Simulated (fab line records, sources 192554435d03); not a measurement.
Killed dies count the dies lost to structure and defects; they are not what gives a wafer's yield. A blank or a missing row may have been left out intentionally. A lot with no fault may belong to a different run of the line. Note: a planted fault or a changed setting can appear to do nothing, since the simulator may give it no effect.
Which tool is to blame? -- flow n5Finfet -- Sampling: 12 lots, 36 wafers, 2 of 1938 route steps

WHAT EACH GAUGE READ, for each wafer
N5_FIN_SAQP_OVL_MEAS_17.
lot,measured,on,FIN_CORE_OVL (nm)
L075,day 2 03:32,overlay-01,1.6 0.6 1.0
L077,day 2 15:20,overlay-02,0.7 -0.3 1.3
L079,day 3 03:17,overlay-01,0.6 -0.6 0.7
L081,day 3 16:26,overlay-02,-0.5 -0.4 0.0
L083,day 4 04:46,overlay-02,-0.1 -1.6 -0.9
L085,day 4 16:17,overlay-01,0.5 -0.5 -0.5
L087,day 5 06:19,overlay-02,-0.5 -0.7 -0.6
L089,day 5 16:12,overlay-01,0.7 1.3 0.2
L091,day 6 04:01,overlay-02,-0.6 -0.5 -0.5
L093,day 6 15:39,overlay-01,0.2 0.5 -0.3
L095,day 7 04:21,overlay-01,1.9 1.1 0.8
L097,day 7 15:38,overlay-01,0.8 -0.8 0.4

WHICH TOOL RAN EACH LOT (tool, then ch and the chambers of the sampled wafers, then the start)
lot,N5_FIN_SAQP_HM_DEP_03
L075,"pecvd-01 ch 0,1, day 2 02:42"
L077,"pecvd-02 ch 1,2, day 2 14:31"
L079,"pecvd-04 ch 1,2, day 3 02:36"
L081,"pecvd-04 ch 1,2, day 3 15:37"
L083,"pecvd-04 ch 1,2, day 4 03:53"
L085,"pecvd-04 ch 0,1, day 4 15:26"
L087,"pecvd-01 ch 0,1, day 5 05:30"
L089,"pecvd-04 ch 0,1, day 5 15:30"
L091,"pecvd-04 ch 0,1, day 6 03:11"
L093,"pecvd-02 ch 0,1,2, day 6 14:50"
L095,"pecvd-04 ch 0,2, day 7 03:40"
L097,"pecvd-04 ch 0,2, day 7 14:56"
- N5_FIN_SAQP_HM_DEP_03: deposits SiNx from SiH4/NH3/N2, target thk 38 nm, time 33.6 s.

THE ANSWER, worked out from the rows above alone
Rule: usual is defined by the lots themselves. Put in order of their means at a reading, lots are off if they are a third of the lots or fewer, leave a main group of 4 or more, and stand apart from it by a gap of 3 or more times the standard deviation of the main group's means; of several such gaps the widest counts. The tables above print the reading to a certain number of digits; a main group whose means all agree to those digits is not used. A lot without any number at a reading at which 4 lots or more have one is off too. Where the step has rows for the other lots, those lots are counted as sound.
None of the lots is off at any reading shown; this tells nothing.

WHAT WAS PUT IN BY THE SIMULATOR
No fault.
